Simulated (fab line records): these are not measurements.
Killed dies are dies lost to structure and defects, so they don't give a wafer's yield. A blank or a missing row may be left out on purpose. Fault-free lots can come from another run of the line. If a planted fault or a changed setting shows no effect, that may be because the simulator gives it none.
A lot that was struck, set against a sound lot / flow n5_finfet / 16 out of 1938 route steps
Sound: these wafers, L633.1, L633.2, L633.4. Wafers L649.1, L649.3, L649.4 were the ones struck. At the end, the cause is stated.
Order at every step that has rows: each side's tool, ch and its chambers, its first start. Under that, the readings that differ: sound wafers / struck wafers / difference of the means / sigmas: that difference in standard deviations of wafers without a fault.
alike: words and numbers the same on both sides, and readings whose means are apart by under 2 such deviations; not compared: readings that were withheld, readings missing a value for some wafer, numbers with overlapping values and no deviation given by the record, and bounds like >300 which may hide the same value.
The two part at a step that has a row with sigmas, a row that says differs or no value, or rows on one side only. Numbers that don't overlap but have no deviation are shown without sigmas and don't part them. A reading that every wafer of one side lacks parts them only if that side has two wafers or more.

N5_SD_EPI_N_INSPECT_11: inspects for defects (macro).
  sound on defect_inspect-01, day 4 00:45; struck on defect_inspect-01, day 8 05:37
  alike: raw_defect_count
then, 1 step without rows for these wafers: N5_SD_EPI_N_DESCUM_14 (chemistry O2, time 7.9 s).
N5_SD_EPI_N_ETCH_34: etches SiARC in CF4, target depth 45.5 nm, time 75.8 s.
  sound on rie_diel-03 ch 0,1,2, day 4 00:49; struck on rie_diel-03 ch 1,2,3, day 8 05:42
  alike: drypump_motor_current_A, etch_rf_on_time_s, oes_product_au, rf_vpp_V, showerhead_plenum_p_Torr, throttle_valve_pct
  not compared: rf_hours_counter_h
then, 2 steps without rows for these wafers: N5_SD_EPI_N_ETCH_35 (etches SOC in N2/H2, overetch 108 nm, time 486 s); N5_SD_EPI_N_STRIP_36 (strips in N2/H2).
N5_SD_EPI_N_ETCHBACK_44: etches SiNx in CH3F/O2, stops on SiO2, target depth 14.5 nm.
  sound on rie_diel-03 ch 0,1,2, day 4 01:12; struck on rie_diel-03 ch 1,2,3, day 8 06:05
  alike: drypump_motor_current_A, oes_ar_750_au, oes_f_703_au, oes_o_777_au, oes_product_au, rf_vpp_V, showerhead_plenum_p_Torr, throttle_valve_pct
  not compared: rf_hours_counter_h
N5_SD_EPI_N_ETCH_45: etches SiOCN in CH3F/O2, target depth 6 nm.
  sound on rie_diel-03 ch 0,1,2, day 4 01:18; struck on rie_diel-03 ch 1,2,3, day 8 06:11
  alike: drypump_motor_current_A, oes_product_au, rf_vpp_V, showerhead_plenum_p_Torr, throttle_valve_pct
  not compared: rf_hours_counter_h
N5_SD_EPI_N_ETCH_16: etches SiO2 in CHF3/O2, target depth 5 nm.
  sound on rie_diel-03 ch 0,1,2, day 4 01:24; struck on rie_diel-03 ch 1,2,3, day 8 06:17
  alike: drypump_motor_current_A, oes_ar_750_au, oes_f_703_au, oes_o_777_au, oes_product_au, rf_vpp_V, showerhead_plenum_p_Torr, throttle_valve_pct
  not compared: rf_hours_counter_h
then, 2 steps without rows for these wafers: N5_SD_EPI_N_STRIP_47 (strips in CHF3/O2); N5_SD_EPI_N_SD_RECESS_17 (chemistry HBr/Cl2/O2, target depth 41 nm, time 23.7 s, bt time 3 s).
N5_SD_EPI_N_STRIP_38: strips in N2/H2.
  sound on plasma_asher-02 ch 0,1, day 4 01:34; struck on plasma_asher-02 ch 0,1, day 8 06:27
  alike: drypump_motor_current_A, h2_flow_sccm, heater_power_w, oes_product_au
  not compared: rf_hours_counter_h
then, 1 step without rows for these wafers: N5_SD_EPI_N_WET_ETCH_43 (etches SiO2 in dHF, time 14 s, target depth 1.5 nm).
N5_SD_EPI_N_STRIP_18: strips in SPM, time 750 s.
  sound on wet_bench-06 ch 2,3,7, day 4 01:41; struck on wet_bench-06 ch 1,6,7, day 8 06:32
  no value came back on the struck wafers for bath_guard_temp_C (C), bath_heat_duty_pct (%); on the sound wafers bath_guard_temp_C (C) reads 130.0 131.8 130.2
then, 1 step without rows for these wafers: N5_SD_EPI_N_SRD_20 (time 30 s).
-- a jump in the record: the struck wafers' starts before and after are 5 days apart (it breaks off in module SD_EPI_N and resumes in module BEOL_M4, where the first step shown is number 1111 of the route) --
N5_BEOL_M4_RC_MEAS_101:
  sound on prober-01 ch 0, day 9 05:13; struck on prober-02 ch 0, day 13 18:03
  alike: DIBL_N, DIBL_P, IOFF_N, IOFF_P, ION_N, ION_P, SS_N, SS_P, VT_N, VT_P
next, for these wafers, 1 step has no rows: N5_PASSIVATION_PROBE_49.

## WHERE THEY PART
Only at N5_SD_EPI_N_STRIP_18, as far as this record shows. Later steps at which nothing parts them and some readings are alike: N5_BEOL_M4_RC_MEAS_101.

WHY: the cause the simulator had injected
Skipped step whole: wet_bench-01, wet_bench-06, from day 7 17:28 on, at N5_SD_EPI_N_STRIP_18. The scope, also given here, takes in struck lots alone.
